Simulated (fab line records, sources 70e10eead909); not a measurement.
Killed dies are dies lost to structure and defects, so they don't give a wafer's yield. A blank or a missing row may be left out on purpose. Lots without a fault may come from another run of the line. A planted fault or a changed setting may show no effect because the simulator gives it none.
Which tool did it? | flow nand_harc | 22 lots, 66 wafers sampled, at 6 steps of a route of 1159

WHAT THE GAUGES READ, wafer by wafer
The record holds no reading of a measuring or inspecting step that can be judged against a usual standard deviation.

WHICH TOOL RAN EACH LOT (tool, then ch and the chambers of the sampled wafers, then the start)
lot  | NHARC_A_CHANNEL_HOLE_D1_ETCH_34               | NHARC_A_CHANNEL_HOLE_D1_ETCH_16               | NHARC_A_CHANNEL_HOLE_D1_ETCH_20  | NHARC_A_CHANNEL_FILL_D1_STRIP_28   | NHARC_A_STAIRCASE_TRIM_12          | NHARC_A_STAIRCASE_ETCH_17
L075 | rie_diel-06 ch 0,2,3, day 8 06:53 or earlier  | rie_diel-06 ch 0,1,2, day 8 06:53 or earlier  | har_etch-01 ch 0,1, day 8 06:53  | rie_diel-01 ch 0,1,2, day 9 13:41  | rie_diel-11 ch 0,1,2, day 10 16:49 | rie_diel-11 ch 0,1,3, no start
L074 | rie_diel-06 ch 1,2,3, day 8 11:34 or earlier  | rie_diel-06 ch 0,2,3, day 8 11:34 or earlier  | har_etch-01 ch 0,1, day 8 11:34  | rie_diel-01 ch 0,1,3, day 9 20:18  | rie_diel-09 ch 0,1,2, day 10 22:59 | rie_diel-09 ch 0,1,3, no start
L077 | rie_diel-06 ch 0,3, day 8 20:53 or earlier    | rie_diel-06 ch 2,3, day 8 20:53 or earlier    | har_etch-01 ch 0,1, day 8 20:53  | rie_diel-01 ch 0,3, day 10 02:59   | rie_diel-09 ch 0,1, day 11 05:43   | rie_diel-09 ch 2,3, no start
L076 | rie_diel-12 ch 1,2,3, day 8 21:14 or earlier  | rie_diel-12 ch 0,1, day 8 21:14 or earlier    | har_etch-02 ch 0,1, day 8 21:14  | rie_diel-10 ch 0,1,3, day 10 02:58 | rie_diel-09 ch 2,3, day 11 05:31   | rie_diel-09 ch 2,3, no start
L078 | rie_diel-12 ch 1,2,3, day 9 02:59 or earlier  | rie_diel-12 ch 0,3, day 9 02:59 or earlier    | har_etch-02 ch 0,1, day 9 02:59  | rie_diel-10 ch 0,2, day 10 10:41   | rie_diel-09 ch 0,2, day 11 13:32   | rie_diel-08 ch 1,3, day 11 14:08
L079 | rie_diel-06 ch 0,1,2, day 9 04:50 or earlier  | rie_diel-06 ch 1,2,3, day 9 04:50 or earlier  | har_etch-01 ch 0,1, day 9 04:50  | rie_diel-01 ch 0,1,2, day 10 10:39 | rie_diel-11 ch 2,3, day 11 16:08   | rie_diel-11 ch 0,2, no start
L081 | rie_diel-06 ch 0,1,2, day 10 01:41 or earlier | rie_diel-06 ch 0,1,2, day 10 01:41 or earlier | har_etch-02 ch 0,1, day 10 01:41 | rie_diel-10 ch 0,2,3, day 11 07:26 | rie_diel-09 ch 1,2,3, day 12 10:34 | rie_diel-09 ch 1,2,3, no start
L080 | rie_diel-12 ch 0,1, day 10 02:17 or earlier   | rie_diel-12 ch 1,3, day 10 02:17 or earlier   | har_etch-01 ch 0,1, day 10 02:17 | rie_diel-05 ch 0,2,3, day 11 07:26 | rie_diel-08 ch 0,1,3, day 12 10:56 | rie_diel-08 ch 1,2,3, no start
L082 | rie_diel-06 ch 1,2,3, day 10 07:31 or earlier | rie_diel-06 ch 1,2,3, day 10 07:31 or earlier | har_etch-02 ch 0,1, day 10 07:31 | rie_diel-10 ch 1,2,3, day 11 14:05 | rie_diel-11 ch 0,1,2, day 12 16:38 | rie_diel-11 ch 0,2,3, no start
L083 | rie_diel-03 ch 0,1,3, day 10 13:39 or earlier | rie_diel-03 ch 0,2,3, day 10 13:39 or earlier | har_etch-01 ch 0,1, day 10 13:39 | rie_diel-10 ch 0,1,2, day 11 20:05 | rie_diel-11 ch 0,1,3, day 13 00:00 | rie_diel-11 ch 0,1,2, no start
L084 | rie_diel-06 ch 0,2, day 10 23:13 or earlier   | rie_diel-06 ch 0,2, day 10 23:13 or earlier   | har_etch-02 ch 1, day 10 23:13   | rie_diel-10 ch 1,2, day 12 05:04   | rie_diel-11 ch 0,2,3, day 13 09:16 | rie_diel-11 ch 2,3, no start
L088 | rie_diel-03 ch 0,2, day 11 13:23 or earlier   | rie_diel-03 ch 2,3, day 11 13:23 or earlier   | har_etch-02 ch 0,1, day 11 13:23 | rie_diel-05 ch 1,3, day 12 20:49   | rie_diel-11 ch 0,1,2, day 14 03:14 | rie_diel-11 ch 1,3, no start
L085 | rie_diel-06 ch 0,3, day 11 13:42 or earlier   | rie_diel-06 ch 1,3, day 11 13:42 or earlier   | har_etch-01 ch 0,1, day 11 13:42 | rie_diel-10 ch 0,2, day 12 20:36   | rie_diel-11 ch 0,2,3, day 14 00:20 | rie_diel-11 ch 1,3, no start
L087 | rie_diel-03 ch 1,2,3, day 11 17:32 or earlier | rie_diel-03 ch 1,2,3, day 11 17:32 or earlier | har_etch-02 ch 0,1, day 11 17:32 | rie_diel-10 ch 0,1,2, day 12 20:34 | rie_diel-11 ch 0,1,2, day 14 00:47 | rie_diel-11 ch 0,2,3, no start
L086 | rie_diel-06 ch 0,1, day 11 17:54 or earlier   | rie_diel-06 ch 0,1, day 11 17:54 or earlier   | har_etch-01 ch 0,1, day 11 17:54 | rie_diel-01 ch 0,1,2, day 12 20:32 | rie_diel-11 ch 0,2,3, day 14 00:31 | rie_diel-11 ch 1,2,3, no start
L089 | rie_diel-03 ch 0,1,2, day 11 23:25 or earlier | rie_diel-03 ch 1,2,3, day 11 23:25 or earlier | har_etch-02 ch 0,1, day 11 23:25 | rie_diel-05 ch 0,1,3, day 13 05:57 | rie_diel-09 ch 0,1,2, day 14 08:26 | rie_diel-09 ch 0,2,3, no start
L093 | rie_diel-12 ch 1,2,3, day 12 19:31 or earlier | rie_diel-12 ch 0,2,3, day 12 19:31 or earlier | har_etch-02 ch 0,1, day 12 19:31 | rie_diel-10 ch 0,1,3, day 14 01:17 | rie_diel-08 ch 1,3, day 15 03:48   | rie_diel-08 ch 1,2, no start
L091 | rie_diel-03 ch 1,2,3, day 12 23:27 or earlier | rie_diel-03 ch 0,2,3, day 12 23:27 or earlier | har_etch-01 ch 0,1, day 12 23:27 | rie_diel-10 ch 1,2,3, day 14 06:38 | rie_diel-09 ch 0,1,3, day 15 11:25 | rie_diel-09 ch 0,1,3, no start
L094 | rie_diel-12 ch 0,2,3, day 13 05:04 or earlier | rie_diel-12 ch 0,3, day 13 05:04 or earlier   | har_etch-01 ch 0,1, day 13 05:04 | rie_diel-10 ch 1,2,3, day 14 12:23 | rie_diel-08 ch 0,1,2, day 15 15:05 | rie_diel-08 ch 0,2,3, no start
L095 | rie_diel-12 ch 0,2, day 13 12:17 or earlier   | rie_diel-12 ch 1,2, day 13 12:17 or earlier   | har_etch-02 ch 0, day 13 12:17   | rie_diel-05 ch 0,3, day 14 18:19   | rie_diel-11 ch 0,1,3, day 15 20:49 | rie_diel-11 ch 0,1,2, no start
L096 | rie_diel-12 ch 0,1,2, day 13 14:10 or earlier | rie_diel-12 ch 0,2, day 13 14:10 or earlier   | har_etch-01 ch 0,1, day 13 14:10 | rie_diel-01 ch 0,1,3, day 14 18:17 | rie_diel-11 ch 0,1,2, day 15 21:09 | rie_diel-11 ch 0,1,2, no start
L097 | rie_diel-06 ch 0,1,3, day 13 16:24 or earlier | rie_diel-06 ch 0,1,2, day 13 16:24 or earlier | har_etch-02 ch 0,1, day 13 16:24 | rie_diel-10 ch 0,2,3, day 14 22:53 | rie_diel-08 ch 0,1,2, day 16 01:44 | rie_diel-08 ch 1,2,3, no start
- NHARC_A_CHANNEL_HOLE_D1_ETCH_34: etches the open film in CF4/CHF3, target depth 154 nm, time 77 s.
- NHARC_A_CHANNEL_HOLE_D1_ETCH_16: etches the open film in O2/COS, target depth 3100 nm, time 806 s.
- NHARC_A_CHANNEL_HOLE_D1_ETCH_20: etches the open film in C4F8/O2/Ar, time 361.9 s, target depth 1600 nm.
- NHARC_A_CHANNEL_FILL_D1_STRIP_28: strips in O2, time 20 s.
- NHARC_A_STAIRCASE_TRIM_12: chemistry O2, time 211.2 s.
- NHARC_A_STAIRCASE_ETCH_17: etches the open film in C4F8/O2, target depth 100 nm, time 40.5 s.

WHAT THE TOOLS THEMSELVES READ (means of the sampled wafers that have a number; where no wafer has one, the mark that the record gives instead)
NHARC_A_CHANNEL_HOLE_D1_ETCH_34. Usual: drypump_motor_current_A 5.7 A, standard deviation 0.46; oes_product_au 0.941 a.u., standard deviation 0.022; rf_vpp_V 369.6 V, standard deviation 2.4; showerhead_plenum_p_Torr 1.54 Torr, standard deviation 0.066; throttle_valve_pct 16.802 %, standard deviation 0.0096.
lot  | tool        | drypump_motor_current_A (A) | oes_product_au (a.u.) | rf_vpp_V (V) | showerhead_plenum_p_Torr (Torr) | throttle_valve_pct (%) | flag
L075 | rie_diel-06 | 5.9                         | 0.922                 | 368.9        | 1.54                            | 16.805                 |
L074 | rie_diel-06 | 5.5                         | 0.924                 | 369.1        | 1.53                            | 16.807                 |
L077 | rie_diel-06 | 6.0                         | 0.924                 | 369.3        | 1.54                            | 16.807                 |
L076 | rie_diel-12 | 5.5                         | 0.923                 | 369.6        | 1.55                            | 16.807                 |
L078 | rie_diel-12 | 5.5                         | 0.925                 | 369.7        | 1.55                            | 16.800                 |
L079 | rie_diel-06 | 5.8                         | 0.927                 | 367.6        | 1.48                            | 16.804                 |
L081 | rie_diel-06 | 5.8                         | 0.924                 | 367.2        | 1.48                            | 16.804                 |
L080 | rie_diel-12 | 5.6                         | 0.958                 | 370.5        | 1.57                            | 16.817                 |
L082 | rie_diel-06 | 5.5                         | 0.923                 | 367.8        | 1.53                            | 16.810                 |
L083 | rie_diel-03 | 5.7                         | 0.971                 | 371.6        | 1.59                            | 16.799                 |
L084 | rie_diel-06 | 6.2                         | 0.916                 | 367.5        | 1.48                            | 16.806                 |
L088 | rie_diel-03 | 6.0                         | 0.961                 | 370.3        | 1.56                            | 16.800                 |
L085 | rie_diel-06 | 5.7                         | 0.965                 | 370.8        | 1.60                            | 16.801                 |
L087 | rie_diel-03 | 5.6                         | 0.962                 | 372.1        | 1.60                            | 16.800                 |
L086 | rie_diel-06 | 5.9                         | 0.961                 | 367.6        | 1.49                            | 16.798                 |
L089 | rie_diel-03 | 5.7                         | 0.972                 | 370.5        | 1.58                            | 16.798                 |
L093 | rie_diel-12 | 5.5                         | 0.919                 | 370.3        | 1.55                            | 16.806                 |
L091 | rie_diel-03 | 5.6                         | 0.930                 | 371.8        | 1.60                            | 16.807                 |
L094 | rie_diel-12 | 5.9                         | 0.919                 | 368.2        | 1.53                            | 16.794                 |
L095 | rie_diel-12 | 5.8                         | 0.925                 | 368.1        | 1.49                            | 16.803                 |
L096 | rie_diel-12 | 5.7                         | 0.960                 | 369.0        | 1.53                            | 16.799                 |
L097 | rie_diel-06 | 5.6                         | 0.918                 | 370.7        | 1.54                            | 16.811                 |

NHARC_A_CHANNEL_HOLE_D1_ETCH_16. Usual: drypump_motor_current_A 5.7 A, standard deviation 0.47; oes_product_au 0.999 a.u., standard deviation 0.0069; rf_vpp_V 313.2 V, standard deviation 2; showerhead_plenum_p_Torr 3.06 Torr, standard deviation 0.13; throttle_valve_pct 28.330 %, standard deviation 0.0092.
lot  | tool        | drypump_motor_current_A (A) | oes_product_au (a.u.) | rf_vpp_V (V) | showerhead_plenum_p_Torr (Torr) | throttle_valve_pct (%) | flag
L075 | rie_diel-06 | 5.8                         | 0.995                 | 311.6        | 2.94                            | 28.331                 |
L074 | rie_diel-06 | 5.9                         | 1.002                 | 312.9        | 3.05                            | 28.330                 |
L077 | rie_diel-06 | 5.8                         | 1.000                 | 313.3        | 3.04                            | 28.328                 |
L076 | rie_diel-12 | 5.6                         | 0.995                 | 314.4        | 3.11                            | 28.338                 |
L078 | rie_diel-12 | 6.2                         | 0.989                 | 313.9        | 3.11                            | 28.339                 |
L079 | rie_diel-06 | 5.5                         | 0.993                 | 312.8        | 3.04                            | 28.325                 |
L081 | rie_diel-06 | 5.8                         | 0.992                 | 311.0        | 2.94                            | 28.322                 |
L080 | rie_diel-12 | 5.4                         | 0.995                 | 314.6        | 3.16                            | 28.328                 |
L082 | rie_diel-06 | 5.5                         | 1.001                 | 312.9        | 3.04                            | 28.334                 |
L083 | rie_diel-03 | 6.0                         | 1.005                 | 314.2        | 3.11                            | 28.332                 |
L084 | rie_diel-06 | 6.2                         | 1.001                 | 311.3        | 2.94                            | 28.331                 |
L088 | rie_diel-03 | 5.9                         | 1.009                 | 314.6        | 3.14                            | 28.330                 |
L085 | rie_diel-06 | 5.3                         | 1.004                 | 314.1        | 3.04                            | 28.323                 |
L087 | rie_diel-03 | 5.7                         | 1.004                 | 315.1        | 3.18                            | 28.334                 |
L086 | rie_diel-06 | 5.9                         | 0.992                 | 311.0        | 2.94                            | 28.338                 |
L089 | rie_diel-03 | 5.7                         | 1.003                 | 314.4        | 3.18                            | 28.331                 |
L093 | rie_diel-12 | 5.9                         | 0.999                 | 312.4        | 3.03                            | 28.316                 |
L091 | rie_diel-03 | 6.0                         | 0.997                 | 314.1        | 3.11                            | 28.334                 |
L094 | rie_diel-12 | 6.1                         | 1.003                 | 313.8        | 3.11                            | 28.321                 |
L095 | rie_diel-12 | 5.3                         | 0.999                 | 312.2        | 3.00                            | 28.331                 |
L096 | rie_diel-12 | 5.8                         | 1.006                 | 311.8        | 2.95                            | 28.331                 |
L097 | rie_diel-06 | 5.8                         | 0.989                 | 311.7        | 2.93                            | 28.324                 |

NHARC_A_CHANNEL_HOLE_D1_ETCH_20. Usual: drypump_motor_current_A 5.8 A, standard deviation 0.34; showerhead_plenum_p_Torr 3.77 Torr, standard deviation 0.12; throttle_valve_pct 32.154 %, standard deviation 0.0093.
lot  | tool        | drypump_motor_current_A (A) | showerhead_plenum_p_Torr (Torr) | throttle_valve_pct (%) | flag
L075 | har_etch-01 | 5.4                         | 3.75                            | 32.158                 |
L074 | har_etch-01 | 5.5                         | 3.68                            | 32.156                 |
L077 | har_etch-01 | 5.5                         | 3.67                            | 32.147                 |
L076 | har_etch-02 | 6.0                         | 3.87                            | 32.152                 |
L078 | har_etch-02 | 6.1                         | 3.87                            | 32.147                 |
L079 | har_etch-01 | 5.4                         | 3.74                            | 32.154                 |
L081 | har_etch-02 | 6.2                         | 3.87                            | 32.157                 |
L080 | har_etch-01 | 5.5                         | 3.67                            | 32.153                 |
L082 | har_etch-02 | 6.2                         | 3.86                            | 32.156                 |
L083 | har_etch-01 | 5.4                         | 3.73                            | 32.142                 |
L084 | har_etch-02 | 6.3                         | 3.86                            | 32.150                 |
L088 | har_etch-02 | 6.0                         | 3.86                            | 32.163                 |
L085 | har_etch-01 | 5.5                         | 3.66                            | 32.157                 |
L087 | har_etch-02 | 6.2                         | 3.86                            | 32.150                 |
L086 | har_etch-01 | 5.5                         | 3.66                            | 32.164                 |
L089 | har_etch-02 | 6.2                         | 3.85                            | 32.160                 |
L093 | har_etch-02 | 6.2                         | 3.85                            | 32.145                 |
L091 | har_etch-01 | 5.5                         | 3.72                            | 32.144                 |
L094 | har_etch-01 | 5.5                         | 3.65                            | 32.156                 |
L095 | har_etch-02 | 5.9                         | 3.85                            | 32.166                 |
L096 | har_etch-01 | 5.5                         | 3.64                            | 32.161                 |
L097 | har_etch-02 | 6.0                         | 3.84                            | 32.159                 |

NHARC_A_CHANNEL_FILL_D1_STRIP_28. Usual: drypump_motor_current_A 5.9 A, standard deviation 0.37; oes_product_au 0.997 a.u., standard deviation 0.0059; rf_vpp_V 57.8 V, standard deviation 0.89; showerhead_plenum_p_Torr 3.54 Torr, standard deviation 0.097; throttle_valve_pct 17.036 %, standard deviation 0.0094.
lot  | tool        | drypump_motor_current_A (A) | oes_product_au (a.u.) | rf_vpp_V (V) | showerhead_plenum_p_Torr (Torr) | throttle_valve_pct (%) | flag
L075 | rie_diel-01 | 5.6                         | 0.996                 | 57.2         | 3.46                            | 17.041                 |
L074 | rie_diel-01 | 5.5                         | 0.991                 | 57.7         | 3.44                            | 17.035                 |
L077 | rie_diel-01 | 5.5                         | 0.999                 | 58.0         | 3.38                            | 17.041                 |
L076 | rie_diel-10 | 5.9                         | 1.002                 | 58.6         | 3.57                            | 17.034                 |
L078 | rie_diel-10 | 5.9                         | 1.000                 | 57.0         | 3.53                            | 17.033                 |
L079 | rie_diel-01 | 5.6                         | 1.001                 | 57.7         | 3.46                            | 17.044                 |
L081 | rie_diel-10 | 6.0                         | 0.995                 | 56.9         | 3.52                            | 17.036                 |
L080 | rie_diel-05 | 6.2                         | 0.998                 | 58.5         | 3.69                            | 17.030                 |
L082 | rie_diel-10 | 6.2                         | 0.998                 | 57.8         | 3.54                            | 17.038                 |
L083 | rie_diel-10 | 6.1                         | 0.998                 | 57.9         | 3.55                            | 17.035                 |
L084 | rie_diel-10 | 6.3                         | 0.999                 | 57.6         | 3.56                            | 17.031                 |
L088 | rie_diel-05 | 5.7                         | 0.997                 | 58.0         | 3.72                            | 17.044                 |
L085 | rie_diel-10 | 6.2                         | 0.994                 | 58.1         | 3.50                            | 17.044                 |
L087 | rie_diel-10 | 6.1                         | 1.003                 | 57.8         | 3.55                            | 17.036                 |
L086 | rie_diel-01 | 5.6                         | 1.000                 | 57.0         | 3.46                            | 17.028                 |
L089 | rie_diel-05 | 5.8                         | 0.999                 | 57.4         | 3.70                            | 17.043                 |
L093 | rie_diel-10 | 5.9                         | 0.997                 | 58.1         | 3.57                            | 17.049                 |
L091 | rie_diel-10 | 6.2                         | 0.999                 | 57.1         | 3.54                            | 17.029                 |
L094 | rie_diel-10 | 6.2                         | 0.991                 | 58.0         | 3.54                            | 17.051                 |
L095 | rie_diel-05 | 6.1                         | 1.000                 | 58.0         | 3.70                            | 17.038                 |
L096 | rie_diel-01 | 5.5                         | 0.997                 | 57.3         | 3.44                            | 17.041                 |
L097 | rie_diel-10 | 6.0                         | 0.995                 | 57.8         | 3.52                            | 17.035                 |

NHARC_A_STAIRCASE_TRIM_12. Usual: drypump_motor_current_A 5.7 A, standard deviation 0.53; oes_product_au 0.998 a.u., standard deviation 0.0068; rf_vpp_V 57.8 V, standard deviation 0.92; showerhead_plenum_p_Torr 3.52 Torr, standard deviation 0.15; throttle_valve_pct 17.035 %, standard deviation 0.0086.
lot  | tool        | drypump_motor_current_A (A) | oes_product_au (a.u.) | rf_vpp_V (V) | showerhead_plenum_p_Torr (Torr) | throttle_valve_pct (%) | flag
L075 | rie_diel-11 | 6.0                         | 1.003                 | 58.0         | 3.60                            | 17.039                 |
L074 | rie_diel-09 | 5.0                         | 0.997                 | 58.9         | 3.51                            | 17.039                 |
L077 | rie_diel-09 | 5.0                         | 0.998                 | 57.2         | 3.52                            | 17.034                 |
L076 | rie_diel-09 | 5.3                         | 1.000                 | 57.3         | 3.36                            | 17.037                 |
L078 | rie_diel-09 | 5.0                         | 0.998                 | 57.8         | 3.52                            | 17.030                 |
L079 | rie_diel-11 | 6.1                         | 0.986                 | 57.1         | 3.45                            | 17.035                 |
L081 | rie_diel-09 | 5.1                         | 0.990                 | 57.1         | 3.60                            | 17.036                 |
L080 | rie_diel-08 | 5.8                         | 0.994                 | 57.9         | 3.46                            | 17.036                 |
L082 | rie_diel-11 | 6.0                         | 0.992                 | 57.9         | 3.59                            | 17.042                 |
L083 | rie_diel-11 | 6.2                         | 1.005                 | 58.0         | 3.53                            | 17.031                 |
L084 | rie_diel-11 | 6.1                         | 0.993                 | 58.1         | 3.48                            | 17.038                 |
L088 | rie_diel-11 | 6.0                         | 0.997                 | 57.9         | 3.59                            | 17.029                 |
L085 | rie_diel-11 | 6.1                         | 1.000                 | 57.8         | 3.47                            | 17.039                 |
L087 | rie_diel-11 | 6.0                         | 0.996                 | 58.2         | 3.59                            | 17.036                 |
L086 | rie_diel-11 | 6.1                         | 0.991                 | 57.5         | 3.47                            | 17.036                 |
L089 | rie_diel-09 | 5.0                         | 0.999                 | 57.7         | 3.50                            | 17.038                 |
L093 | rie_diel-08 | 5.6                         | 0.995                 | 57.1         | 3.34                            | 17.039                 |
L091 | rie_diel-09 | 5.2                         | 1.006                 | 58.1         | 3.59                            | 17.046                 |
L094 | rie_diel-08 | 5.7                         | 1.001                 | 57.8         | 3.57                            | 17.027                 |
L095 | rie_diel-11 | 6.2                         | 1.000                 | 57.9         | 3.51                            | 17.028                 |
L096 | rie_diel-11 | 6.0                         | 1.001                 | 57.8         | 3.58                            | 17.027                 |
L097 | rie_diel-08 | 5.7                         | 0.995                 | 57.1         | 3.57                            | 17.035                 |

NHARC_A_STAIRCASE_ETCH_17. Usual: oes_product_au 0.936 a.u., standard deviation 0.01; rf_vpp_V 895 V, standard deviation 5.4.
lot  | tool        | oes_product_au (a.u.) | rf_vpp_V (V) | flag
L075 | rie_diel-11 | 0.939                 | 895          |
L074 | rie_diel-09 | 0.939                 | 893          |
L077 | rie_diel-09 | 0.940                 | 892          |
L076 | rie_diel-09 | 0.929                 | 892          |
L078 | rie_diel-08 | 0.923                 | 891          |
L079 | rie_diel-11 | 0.921                 | 897          |
L081 | rie_diel-09 | 0.932                 | 898          |
L080 | rie_diel-08 | 0.926                 | 895          |
L082 | rie_diel-11 | 0.932                 | 895          |
L083 | rie_diel-11 | 0.942                 | 899          |
L084 | rie_diel-11 | 0.937                 | 891          |
L088 | rie_diel-11 | 0.932                 | 891          |
L085 | rie_diel-11 | 0.948                 | 896          |
L087 | rie_diel-11 | 0.922                 | 893          |
L086 | rie_diel-11 | 0.932                 | 895          |
L089 | rie_diel-09 | 0.933                 | 898          |
L093 | rie_diel-08 | 0.938                 | 900          |
L091 | rie_diel-09 | 0.938                 | 898          |
L094 | rie_diel-08 | 0.950                 | 899          |
L095 | rie_diel-11 | 0.942                 | 897          |
L096 | rie_diel-11 | 0.935                 | 898          |
L097 | rie_diel-08 | 0.938                 | 894          |

THE ANSWER, worked out from the rows above alone
Rule: a lot is off if the mean of its wafers that have a number lies more than 3 standard deviations from the usual mean. A lot without any number at a reading at which 4 lots or more have one is off too. The other lots that the step has rows for count as sound. The gauges are gone through in route order, then the tools' own readings, and for those a lot's mean is taken as printed above. The first step at which some lot is off is used, and at that step the reading that is off furthest; a lot without a number counts as furthest.
No lot is off at any reading shown: from this, nothing can be told.

WHAT THE SIMULATOR HAD PUT IN
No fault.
